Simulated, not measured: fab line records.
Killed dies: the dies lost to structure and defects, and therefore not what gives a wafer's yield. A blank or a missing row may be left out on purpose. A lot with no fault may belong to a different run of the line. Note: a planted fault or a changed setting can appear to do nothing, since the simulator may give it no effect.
Which tool did it?    flow nand harc    10 lots with 30 wafers sampled at 4 steps, on a route of 1159 steps

WHAT THE GAUGES SHOWED, per wafer
NHARC_A_CHANNEL_HOLE_D1_CD_MEAS_30.
lot   measured      on         cd nm (nm)
L541  day 9 21:10   cd sem-02  90.5 90.5 89.4
L540  day 9 21:28   cd sem-03  90.6 89.9 91.0
L543  day 10 12:07  cd sem-01  90.5 90.8 90.6
L542  day 10 12:26  cd sem-02  90.4 90.8 90.7
L547  day 11 18:55  cd sem-01  89.0 88.9 88.5
L546  day 11 18:07  cd sem-02  89.1 89.4 88.5
L553  day 13 09:18  cd sem-03  1.6 -0.4 0.3
L556  day 14 03:43  cd sem-01  0.7 0.1 0.6
L557  day 14 07:50  cd sem-03  0.5 0.3 0.2
L558  day 14 15:35  cd sem-03  91.6 91.7 91.3

TOOL THAT RAN EACH LOT (tool first, then ch and the chambers of the sampled wafers, then the start)
lot   NHARC_A_CHANNEL_HOLE_D1_ETCH_34                NHARC_A_CHANNEL_HOLE_D1_ETCH_24   NHARC_A_CHANNEL_HOLE_D1_STRIP_27
L541  rie diel-09 ch 1,2, day 9 18:02 or earlier     har etch-01 ch 0,1, day 9 18:02   rie diel-10 ch 0,1, day 9 21:10 or earlier
L540  rie diel-10 ch 1,2,3, day 9 18:03 or earlier   har etch-02 ch 0,1, day 9 18:03   rie diel-09 ch 0,2,3, day 9 21:28 or earlier
L543  rie diel-11 ch 0,2,3, day 10 08:43 or earlier  har etch-01 ch 0,1, day 10 08:43  rie diel-11 ch 0,3, day 10 12:07 or earlier
L542  rie diel-09 ch 0,1,3, day 10 09:11 or earlier  har etch-02 ch 0,1, day 10 09:11  rie diel-09 ch 2,3, day 10 12:26 or earlier
L547  rie diel-10 ch 0,2,3, day 11 15:31 or earlier  har etch-02 ch 0,1, day 11 15:31  rie diel-10 ch 1,2,3, day 11 18:55 or earlier
L546  rie diel-11 ch 0,1, day 11 15:06 or earlier    har etch-01 ch 0,1, day 11 15:06  rie diel-11 ch 2,3, day 11 18:07 or earlier
L553  rie diel-10 ch 1,2, day 13 05:16 or earlier    har etch-02 ch 0,1, day 13 05:16  rie diel-09 ch 0,3, day 13 09:18 or earlier
L556  rie diel-10 ch 1,2,3, day 14 00:19 or earlier  har etch-02 ch 0,1, day 14 00:19  rie diel-09 ch 1,2,3, day 14 03:43 or earlier
L557  rie diel-11 ch 0,1,2, day 14 04:28 or earlier  har etch-02 ch 0,1, day 14 04:28  rie diel-10 ch 1,2,3, day 14 07:50 or earlier
L558  rie diel-10 ch 0,1,2, day 14 12:08 or earlier  har etch-01 ch 0,1, day 14 12:08  rie diel-11 ch 1,2, day 14 15:35 or earlier
- NHARC_A_CHANNEL_HOLE_D1_ETCH_34: etches the open film in CF4/CHF3, target depth 154 nm, time 77 s.
- NHARC_A_CHANNEL_HOLE_D1_ETCH_24: etches the open film in C4F8/O2/Ar, time 906.2 s, target depth 1500 nm.
- NHARC_A_CHANNEL_HOLE_D1_STRIP_27: strips in O2.

THE ANSWER, worked out from the rows above alone
Rule: the lots themselves supply what counts as usual. Put in order of their means at a reading, lots are off if they are a third of the lots or fewer, leave a main group of 4 or more, and stand apart from it by a gap of 3 or more times the standard deviation of the main group's means; of several such gaps the widest counts. If all means in a main group match to the digits the tables above print for the reading, that group is not used. A lot without any number at a reading at which 4 lots or more have one is off too. The other lots that the step has rows for count as sound.
Off: L553, L556, L557 (NHARC_A_CHANNEL_HOLE_D1_CD_MEAS_30, cd nm). For the main group the mean is 90.2 nm and the standard deviation 0.9.
A tool fits if, at a process step before that reading, it ran every lot that is off, and no sound lot after the first of them. The gauges at NHARC_A_CHANNEL_HOLE_D1_CD_MEAS_30 are tried like those tools. NHARC_A_CHANNEL_HOLE_D1_ETCH_34: start missing for some lots; hours and lot order therefore follow NHARC_A_CHANNEL_HOLE_D1_ETCH_24. NHARC_A_CHANNEL_HOLE_D1_STRIP_27: start missing for some lots; hours and lot order therefore follow NHARC_A_CHANNEL_HOLE_D1_CD_MEAS_30. One fits: har etch-02 at NHARC_A_CHANNEL_HOLE_D1_ETCH_24. Its last sound lot is L547 (day 11 15:31), its first lot that is off L553 (day 13 05:16): a fault that began between those two fits.

WHAT THE SIMULATOR PUT IN
Skipped step whole: har etch-02, from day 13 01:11 on, at NHARC_A_CHANNEL_HOLE_D1_ETCH_24. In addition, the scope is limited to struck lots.
Lots struck among those shown: L553, L556, L557. The rule above reached the same finding.
